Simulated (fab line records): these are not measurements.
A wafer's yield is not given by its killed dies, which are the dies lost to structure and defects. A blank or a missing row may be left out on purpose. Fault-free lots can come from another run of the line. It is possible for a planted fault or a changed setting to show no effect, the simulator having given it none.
fab line records ; flow nand-harc
record lots=13; wafers=39; last-day=34
route steps=1302 shown P_STI@109 P_GATE@119
lots that met no fault: taken from a fault-free run of the same line
start-h: the number of hours between the record's first day and the start of the first shown wafer of the lot ; wait-h: time in hours since the lot's previous step ; " as in the row above ; L1.1+2: a single row standing in for several wafers ; - either no value or no given start ; * or withheld: withheld ; < > ~ a bound
route shown NAME@n: names a module that has steps shown in the file, with the first one's number in the route ; usual: mean and standard deviation over wafers with no fault ; same: alike in all rows ; chamber/n: place in a boat ; sites: readings site by site ; _std_site: standard deviation across them ; _edge_site: the outer-site mean with the inner-site mean subtracted ; radius-mm: how far each site lies from the wafer's centre ; mask NAME#n: copy n ; behind: the most recent tool/chamber to have shaped the wafer ; hold: reason for holding the lot/hours on hold/outcome of the hold ; device: transistor that didn't switch, given as n, p or np ; end of line: tests of these same wafers at the route's end ; a step given without rows: its recipe and nothing more ; killed: the dies lost at the first sort to structure and to defects; this is not the yield of the wafer ; map: the dies of a wafer, with x for killed, . for not killed, _ for no die there
set.NAME: the setting that was run; set.NAME@STEP: the one run at that earlier step ; model.NAME: the simulator's own value behind a step, which no gauge read
one table for each step of the route and one row for each wafer, over a sample of lots
services: a tool's chamber out of use, with start hour (start-h, from the record's first day; less than 0 if before it), hours out, and reason
## steps
# step NHARC_P_STI_INSPECT_25
# usual raw-defect-count=211/84
lot.wafer;tool;chamber;start-h;wait-h;raw-defect-count
L272.1;defect-inspect-02;-;81.65;0.4;251
L272.3;defect-inspect-02;-;81.65;0.4;142
L272.4;defect-inspect-02;-;81.65;0.4;122
L274.1;defect-inspect-02;-;99.65;0.4;211
L274.2;defect-inspect-02;-;99.65;0.4;206
L274.4;defect-inspect-02;-;99.65;0.4;283
L276.1;defect-inspect-01;-;121.17;0.4;184
L276.2;defect-inspect-01;-;121.17;0.4;243
L276.6;defect-inspect-01;-;121.17;0.4;200
L278.1;defect-inspect-02;-;140.32;0.4;277
L278.4;defect-inspect-02;-;140.32;0.4;251
L278.6;defect-inspect-02;-;140.32;0.4;171
L279.1;defect-inspect-02;-;150.05;0.4;161
L279.2;defect-inspect-02;-;150.05;0.4;133
L279.4;defect-inspect-02;-;150.05;0.4;94
L280.2;defect-inspect-01;-;163.27;0.4;337
L280.4;defect-inspect-01;-;163.27;0.4;269
L280.5;defect-inspect-01;-;163.27;0.4;257
L281.2;defect-inspect-01;-;169.50;0.4;106
L281.3;defect-inspect-01;-;169.50;0.4;99
L281.4;defect-inspect-01;-;169.50;0.4;104
L283.1;defect-inspect-02;-;190.66;0.4;203
L283.2;defect-inspect-02;-;190.66;0.4;141
L283.4;defect-inspect-02;-;190.66;0.4;236
L285.1;defect-inspect-02;-;220.73;0.4;219
L285.3;defect-inspect-02;-;220.73;0.4;548
L285.4;defect-inspect-02;-;220.73;0.4;506
L291.2;defect-inspect-01;-;270.15;0.4;327
L291.5;defect-inspect-01;-;270.15;0.4;364
L291.6;defect-inspect-01;-;270.15;0.4;222
L292.2;defect-inspect-02;-;280.60;0.4;124
L292.3;defect-inspect-02;-;280.60;0.4;201
L292.6;defect-inspect-02;-;280.60;0.4;181
L293.1;defect-inspect-02;-;291.24;0.4;160
L293.3;defect-inspect-02;-;291.24;0.4;190
L293.6;defect-inspect-02;-;291.24;0.4;102
L294.2;defect-inspect-02;-;303.53;0.4;252
L294.5;defect-inspect-02;-;303.53;0.4;167
L294.6;defect-inspect-02;-;303.53;0.4;165
# step NHARC_P_GATE_EXPOSE_08
# recipe na=0.6; dose-mj=16.75; mask-id=P_HV
# usual reticle-temp-C=23.01/0.099
# same na=0.6
lot.wafer;tool;chamber;start-h;wait-h;mask;reticle-temp-C
L272.1;krf-scanner-01;0;89.87;-;P_HV#0;23.03
L272.3;krf-scanner-01;0;89.87;-;P_HV#0;23.04
L272.4;krf-scanner-01;0;89.87;-;P_HV#0;23.03
L274.1;krf-scanner-04;0;108.36;-;P_HV#0;23.10
L274.2;krf-scanner-04;0;108.36;-;P_HV#0;23.11
L274.4;krf-scanner-04;0;108.36;-;P_HV#0;22.95
L276.1;krf-scanner-02;0;133.21;-;P_HV#0;22.93
L276.2;krf-scanner-02;0;133.21;-;P_HV#0;23.18
L276.6;krf-scanner-02;0;133.21;-;P_HV#0;22.98
L278.1;krf-scanner-02;0;148.56;-;P_HV#0;22.92
L278.4;krf-scanner-02;0;148.56;-;P_HV#0;23.03
L278.6;krf-scanner-02;0;148.56;-;P_HV#0;22.95
L279.1;krf-scanner-02;0;158.20;-;P_HV#0;23.10
L279.2;krf-scanner-02;0;158.20;-;P_HV#0;23.00
L279.4;krf-scanner-02;0;158.20;-;P_HV#0;23.20
L280.2;krf-scanner-02;0;171.82;-;P_HV#0;23.00
L280.4;krf-scanner-02;0;171.82;-;P_HV#0;22.85
L280.5;krf-scanner-02;0;171.82;-;P_HV#0;22.95
L281.2;krf-scanner-01;0;177.72;-;P_HV#0;23.05
L281.3;krf-scanner-01;0;177.72;-;P_HV#0;23.11
L281.4;krf-scanner-01;0;177.72;-;P_HV#0;22.98
L283.1;krf-scanner-04;0;199.20;-;P_HVPW#0;23.13
L283.2;krf-scanner-04;0;199.20;-;P_HVPW#0;23.04
L283.4;krf-scanner-04;0;199.20;-;P_HVPW#0;23.13
L285.1;krf-scanner-01;0;229.42;-;P_HV#0;23.12
L285.3;krf-scanner-01;0;229.42;-;P_HV#0;23.15
L285.4;krf-scanner-01;0;229.42;-;P_HV#0;23.00
L291.2;krf-scanner-04;0;278.73;-;P_HV#0;23.00
L291.5;krf-scanner-04;0;278.73;-;P_HV#0;22.95
L291.6;krf-scanner-04;0;278.73;-;P_HV#0;22.97
L292.2;krf-scanner-02;0;289.20;-;P_HV#0;22.90
L292.3;krf-scanner-02;0;289.20;-;P_HV#0;22.88
L292.6;krf-scanner-02;0;289.20;-;P_HV#0;22.98
L293.1;krf-scanner-02;0;299.34;-;P_HV#0;22.94
L293.3;krf-scanner-02;0;299.34;-;P_HV#0;23.26
L293.6;krf-scanner-02;0;299.34;-;P_HV#0;23.17
L294.2;krf-scanner-04;0;313.08;-;P_HV#0;22.84
L294.5;krf-scanner-04;0;313.08;-;P_HV#0;22.92
L294.6;krf-scanner-04;0;313.08;-;P_HV#0;23.07
# step NHARC_P_GATE_CD_MEAS_11
# recipe target-cd-nm=1640; landing-energy-ev=500
# usual cd-nm=1640.4/2.3
lot.wafer;tool;chamber;start-h;wait-h;cd-nm
L272.1;cd-sem-03;0;90.03;-;1641.4
L272.3;cd-sem-03;0;90.03;-;1638.0
L272.4;cd-sem-03;0;90.03;-;1637.4
L274.1;cd-sem-02;0;108.51;-;1642.8
L274.2;cd-sem-02;0;108.51;-;1639.7
L274.4;cd-sem-02;0;108.51;-;1641.1
L276.1;cd-sem-03;0;133.37;-;1638.2
L276.2;cd-sem-03;0;133.37;-;1640.5
L276.6;cd-sem-03;0;133.37;-;1640.7
L278.1;cd-sem-03;0;148.72;-;1639.0
L278.4;cd-sem-03;0;148.72;-;1636.1
L278.6;cd-sem-03;0;148.72;-;1639.2
L279.1;cd-sem-02;0;158.37;-;1641.8
L279.2;cd-sem-02;0;158.37;-;1639.8
L279.4;cd-sem-02;0;158.37;-;1641.9
L280.2;cd-sem-02;0;171.97;-;1643.0
L280.4;cd-sem-02;0;171.97;-;1643.2
L280.5;cd-sem-02;0;171.97;-;1641.9
L281.2;cd-sem-03;0;177.88;-;1642.0
L281.3;cd-sem-03;0;177.88;-;1640.3
L281.4;cd-sem-03;0;177.88;-;1636.8
L283.1;cd-sem-01;0;199.35;-;-
L283.2;cd-sem-01;0;199.35;-;-
L283.4;cd-sem-01;0;199.35;-;-
L285.1;cd-sem-02;0;229.57;-;1639.4
L285.3;cd-sem-02;0;229.57;-;1639.7
L285.4;cd-sem-02;0;229.57;-;1638.7
L291.2;cd-sem-02;0;278.88;-;1642.8
L291.5;cd-sem-02;0;278.88;-;1639.5
L291.6;cd-sem-02;0;278.88;-;1636.9
L292.2;cd-sem-01;0;289.37;-;1639.3
L292.3;cd-sem-01;0;289.37;-;1641.9
L292.6;cd-sem-01;0;289.37;-;1638.8
L293.1;cd-sem-02;0;299.49;-;1641.9
L293.3;cd-sem-02;0;299.49;-;1641.5
L293.6;cd-sem-02;0;299.49;-;1638.2
L294.2;cd-sem-02;0;313.23;-;1641.6
L294.5;cd-sem-02;0;313.23;-;1640.6
L294.6;cd-sem-02;0;313.23;-;1640.0
# step NHARC_P_GATE_DEP_103
# recipe target-thk-a=300; target-thk-nm=30; temp-c=400; flow-sccm=200; rf-w=350; material=SiON
# usual heater-power-w=789/72
lot.wafer;tool;chamber;start-h;wait-h;heater-power-w
L272.1;pecvd-04;2;103.27;0.6;861
L272.3;pecvd-04;1;103.27;0.6;895
L272.4;pecvd-04;2;103.27;0.6;863
L274.1;pecvd-02;2;122.32;0.6;697
L274.2;pecvd-02;0;122.32;0.6;691
L274.4;pecvd-02;1;122.32;0.6;892
L276.1;pecvd-04;1;150.84;0.5;876
L276.2;pecvd-04;0;150.84;0.5;735
L276.6;pecvd-04;2;150.84;0.5;848
L278.1;pecvd-02;2;166.25;0.6;731
L278.4;pecvd-02;1;166.25;0.6;853
L278.6;pecvd-02;0;166.25;0.6;820
L279.1;pecvd-04;0;171.61;0.6;723
L279.2;pecvd-04;1;171.61;0.6;855
L279.4;pecvd-04;1;171.61;0.6;854
L280.2;pecvd-01;1;187.86;0.4;781
L280.5;pecvd-01;1;187.86;0.4;769
L280.4;pecvd-01;0;187.86;0.4;713
L281.2;pecvd-04;1;193.19;0.4;732
L281.3;pecvd-04;2;193.19;0.4;829
L281.4;pecvd-04;0;193.19;0.4;742
L283.1;pecvd-02;2;212.94;0.6;753
L283.2;pecvd-02;1;212.94;0.6;880
L283.4;pecvd-02;0;212.94;0.6;788
L285.3;pecvd-01;0;243.17;0.3;767
L285.1;pecvd-01;1;243.17;0.3;746
L285.4;pecvd-01;0;243.17;0.3;763
L291.2;pecvd-01;0;295.90;0.4;758
L291.6;pecvd-01;0;295.90;0.4;749
L291.5;pecvd-01;1;295.90;0.4;735
L292.3;pecvd-04;2;302.96;0.3;776
L292.2;pecvd-04;1;302.96;0.3;910
L292.6;pecvd-04;1;302.96;0.3;907
L293.3;pecvd-04;1;316.64;0.4;944
L293.1;pecvd-04;2;316.64;0.4;807
L293.6;pecvd-04;0;316.64;0.4;680
L294.2;pecvd-01;1;331.87;0.5;766
L294.6;pecvd-01;1;331.87;0.5;776
L294.5;pecvd-01;0;331.87;0.5;837
# step NHARC_P_GATE_CD_MEAS_26
# recipe target-cd-nm=120; landing-energy-ev=500
# usual cd-nm=120.1/0.81
lot.wafer;tool;chamber;start-h;wait-h;cd-nm
L272.1;cd-sem-02;0;103.99;-;119.8
L272.3;cd-sem-02;0;103.99;-;118.1
L272.4;cd-sem-02;0;103.99;-;118.9
L274.1;cd-sem-03;0;122.87;-;120.5
L274.2;cd-sem-03;0;122.87;-;119.7
L274.4;cd-sem-03;0;122.87;-;120.7
L276.1;cd-sem-03;0;151.52;-;121.0
L276.2;cd-sem-03;0;151.52;-;121.3
L276.6;cd-sem-03;0;151.52;-;121.5
L278.1;cd-sem-03;0;166.77;-;119.8
L278.4;cd-sem-03;0;166.77;-;121.3
L278.6;cd-sem-03;0;166.77;-;120.6
L279.1;cd-sem-01;0;172.25;-;120.7
L279.2;cd-sem-01;0;172.25;-;120.7
L279.4;cd-sem-01;0;172.25;-;119.5
L280.2;cd-sem-02;0;188.54;-;119.7
L280.4;cd-sem-02;0;188.54;-;119.9
L280.5;cd-sem-02;0;188.54;-;119.2
L281.2;cd-sem-02;0;193.87;-;120.2
L281.3;cd-sem-02;0;193.87;-;119.9
L281.4;cd-sem-02;0;193.87;-;119.8
L283.1;cd-sem-03;0;213.61;-;121.1
L283.2;cd-sem-03;0;213.61;-;119.7
L283.4;cd-sem-03;0;213.61;-;121.2
L285.1;cd-sem-03;0;243.85;-;120.7
L285.3;cd-sem-03;0;243.85;-;119.7
L285.4;cd-sem-03;0;243.85;-;119.8
L291.2;cd-sem-01;0;296.58;-;119.3
L291.5;cd-sem-01;0;296.58;-;121.1
L291.6;cd-sem-01;0;296.58;-;120.4
L292.2;cd-sem-01;0;303.64;-;117.9
L292.3;cd-sem-01;0;303.64;-;119.0
L292.6;cd-sem-01;0;303.64;-;119.2
L293.1;cd-sem-01;0;317.31;-;120.0
L293.3;cd-sem-01;0;317.31;-;121.6
L293.6;cd-sem-01;0;317.31;-;120.3
L294.2;cd-sem-02;0;332.56;-;121.2
L294.5;cd-sem-02;0;332.56;-;120.8
L294.6;cd-sem-02;0;332.56;-;121.2
## services
tool;chamber;start-h;hours;kind
krf-scanner-02;-;76.95;2.5;repair
krf-scanner-02;-;85.16;0.2;repair
krf-scanner-04;-;86.66;3.9;repair
pecvd-04;-;88.25;13.0;pm
krf-scanner-02;-;94.00;4.0;pm
pecvd-02;2;96.57;6.3;repair
pecvd-04;0;103.00;10.7;repair
krf-scanner-01;-;110.63;0.5;repair
pecvd-01;-;113.22;1.3;repair
krf-scanner-02;-;118.25;3.8;repair
krf-scanner-04;-;120.93;4.2;repair
pecvd-01;-;130.08;13.0;pm
krf-scanner-04;-;132.52;0.4;repair
krf-scanner-02;-;141.16;0.7;repair
pecvd-01;1;181.38;3.8;repair
krf-scanner-04;-;182.00;4.0;pm
pecvd-01;-;182.49;1.7;repair
krf-scanner-02;-;213.51;3.5;repair
krf-scanner-02;-;265.06;0.1;repair
krf-scanner-02;-;266.00;4.0;pm
pecvd-04;-;269.35;13.0;pm
krf-scanner-02;-;307.97;5.2;repair
pecvd-01;-;311.08;13.0;pm
pecvd-04;1;328.12;6.0;repair
## key
first-sign step=NHARC_P_GATE_EXPOSE_08; reading=mask; direction=changed
effect step=NHARC_P_GATE_CD_MEAS_11; reading=cd-nm; direction=missing
met-at NHARC_P_GATE_EXPOSE_08
struck-lots L283
later-rows-left-out L283.1,L283.2,L283.4
sort-left-out L283.1,L283.2,L283.4
tester-left-out L283
not-acting-at NHARC_P_STI_INSPECT_25,NHARC_P_GATE_DEP_103,NHARC_P_GATE_CD_MEAS_26
onset-between 108.36 199.20
fault kind=wrong-mask; tool=any; chamber=-; onset-h=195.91; steps=NHARC_P_GATE_EXPOSE_08; aux-copy=P_HVPW#0; scope=struck-lots-only
# tester-left-out: of these lots the tester's yield and bins aren't shown, on N5 and GAA mostly nor the transistor test; their killed dies are dies lost to structure and defects alone, not to doping, threshold or leakage, so they don't give the yield
# sort-left-out: the simulated sort isn't trusted on such a fault, so these wafers' sort isn't shown, and their yield isn't known
# later-rows-left-out: the simulator's readings of these wafers behind a module that went badly wrong aren't trusted and aren't shown, but for the sort
